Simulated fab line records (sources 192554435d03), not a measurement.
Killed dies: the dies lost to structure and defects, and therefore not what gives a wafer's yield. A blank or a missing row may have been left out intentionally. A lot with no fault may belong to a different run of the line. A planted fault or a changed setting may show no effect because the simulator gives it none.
Chamber matching	flow n5 finfet	N5_BEOL_M13_DESCUM_15 on rie diel-01 has 4 sister chambers
The step chemistry O2, time 7.9 s. 4 wafers are shown with their chamber, then 8 later ones without.

== EACH WAFER AND ITS CHAMBER ==
wafer	chamber	drypump motor current A (A)
L091.1	1	5.49
L091.4	2	5.75
L091.5	0	5.38
L094.1	3	5.15

== WAFERS WITHOUT THEIR CHAMBER ==
wafer	drypump motor current A (A)
L094.2	5.48
L094.6	5.42
L097.1	5.16
L097.2	5.49
L097.3	5.76
L095.3	5.77
L095.5	5.14
L095.6	5.77

== CHAMBER TAKEN BY EACH ==
wafer	from the rows above	in truth
L094.2	1	1
L094.6	can't be placed: 0 or 1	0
L097.1	3	3
L097.2	1	1
L097.3	2	2
L095.3	2	2
L095.5	3	3
L095.6	2	2
7 of 8 placed correctly. Can't be placed from these rows: 1 (the true chamber is among the candidates in 1). Number placed wrongly: 0.
How it was worked out, from the rows above alone: a wafer's distance from a chamber is the root of the sum, over the readings, of the square of ((its reading less the chamber's mean) divided by the reading's scatter). The wafer belongs to the nearest chamber; if the next one is less than 2 further off, it can't be placed. A chamber's mean is the mean of its shown wafers. The scatter: root of mean squared gap, hidden wafer to nearest shown wafer, with one shown wafer a chamber.
